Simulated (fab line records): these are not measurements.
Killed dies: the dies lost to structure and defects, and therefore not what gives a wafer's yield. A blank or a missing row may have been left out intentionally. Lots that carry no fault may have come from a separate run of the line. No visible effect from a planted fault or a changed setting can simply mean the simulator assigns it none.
Chamber matching | flow nand harc | NHARC_P_M0_DEP_32 on pecvd-01: 3 sister chambers
The step deposits SiCN, target thk 30 nm. 6 wafers are shown with their chamber, then 8 later ones without.

WAFERS, EACH WITH ITS CHAMBER
wafer  | chamber | heater power w (W) | susceptor temp C (C)
L083.4 | 2       | 451                | 369.72
L085.5 | 2       | 472                | 369.82
L090.2 | 0       | 694                | 370.13
L090.5 | 0       | 696                | 369.99
L090.6 | 1       | 571                | 369.92
L091.2 | 1       | 558                | 369.79

WAFERS WHOSE CHAMBER IS MISSING
wafer  | heater power w (W) | susceptor temp C (C)
L091.3 | 464                | 369.98
L091.5 | 582                | 369.78
L092.2 | 584                | 369.89
L092.3 | 610                | 370.26
L092.5 | 625                | 370.01
L096.1 | 513                | 370.28
L096.3 | 748                | 369.79
L096.4 | 509                | 370.15

WHICH CHAMBER EACH ONE RAN IN
wafer  | from the rows above     | in truth
L091.3 | 2                       | 2
L091.5 | 1                       | 1
L092.2 | 1                       | 1
L092.3 | 1                       | 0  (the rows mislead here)
L092.5 | can't be placed: 1 or 0 | 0
L096.1 | can't be placed: 1 or 2 | 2
L096.3 | 0                       | 0
L096.4 | can't be placed: 2 or 1 | 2
Placed correctly: 4 of 8. Unplaceable from these rows: 3, with the true chamber sitting among the candidates in 3. Number placed wrongly: 1.
How it was worked out, from the rows above alone: a wafer's distance from a chamber is the root of the sum, over the readings, of the square of ((its reading less the chamber's mean) divided by the reading's scatter). If the next closest chamber is less than 2 further off than the closest, the wafer can't be placed; otherwise it belongs to the closest. For every chamber, the mean is computed from those of its wafers that are shown. How the scatter is found: for the shown wafers, subtract from each reading the mean of its chamber, square and add these, divide the total by (wafers less chambers), then take the root.
